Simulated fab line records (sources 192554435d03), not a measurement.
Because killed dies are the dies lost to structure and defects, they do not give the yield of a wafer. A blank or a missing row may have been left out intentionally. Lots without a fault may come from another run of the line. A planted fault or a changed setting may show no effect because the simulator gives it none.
Chamber matching | flow n5_finfet | N5_FIN_SAQP_MANDREL_ETCH_22 on rie_si-02: 4 sister chambers
The step etches a-Si in HBr/Cl2, stops on SiNx, target depth 60 nm, bt time 10 s, time 30 s. 8 wafers are shown with their chamber, then 11 later ones without.

## EACH WAFER AND ITS CHAMBER
wafer  | chamber | throttle_valve_pct (%) | drypump_motor_current_A (A)
L079.4 | 2       | 35.5                   | 5.2
L079.6 | 0       | 36.1                   | 5.6
L080.4 | 3       | 34.9                   | 5.7
L080.5 | 1       | 34.9                   | 5.8
L081.1 | 1       | 35.0                   | 5.8
L081.2 | 0       | 36.0                   | 5.7
L081.3 | 2       | 35.5                   | 5.2
L082.1 | 3       | 34.9                   | 5.6

## WAFERS WITH NO CHAMBER GIVEN
wafer  | throttle_valve_pct (%) | drypump_motor_current_A (A)
L082.3 | 35.5                   | 5.2
L082.6 | 34.9                   | 5.8
L083.2 | 34.9                   | 5.8
L083.5 | 36.0                   | 5.7
L083.6 | 34.9                   | 5.8
L087.2 | 35.0                   | 5.8
L087.3 | 34.9                   | 5.7
L087.4 | 36.0                   | 5.7
L091.2 | 34.9                   | 5.6
L091.4 | 35.5                   | 5.2
L091.5 | 36.1                   | 5.7

## THE CHAMBER EACH PASSED THROUGH
wafer  | from the rows above     | in truth
L082.3 | 2                       | 2
L082.6 | can't be placed: 1 or 3 | 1
L083.2 | can't be placed: 1 or 3 | 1
L083.5 | 0                       | 0
L083.6 | can't be placed: 1 or 3 | 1
L087.2 | 1                       | 1
L087.3 | can't be placed: 3 or 1 | 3
L087.4 | 0                       | 0
L091.2 | 3                       | 3
L091.4 | 2                       | 2
L091.5 | 0                       | 0
Correct placement for 7 of the 11. Unplaceable from these rows: 4, with the true chamber sitting among the candidates in 4. Placed wrongly: 0.
How it was worked out, from the rows above alone: a wafer's distance from a chamber is the root of the sum, over the readings, of the square of ((its reading less the chamber's mean) divided by the reading's scatter). The wafer belongs to the nearest chamber; if the next one is less than 2 further off, it can't be placed. For every chamber, the mean is computed from those of its wafers that are shown. The scatter is the square root of a quotient: the sum, over the shown wafers, of each reading's squared deviation from its chamber's mean, divided by wafers minus chambers.
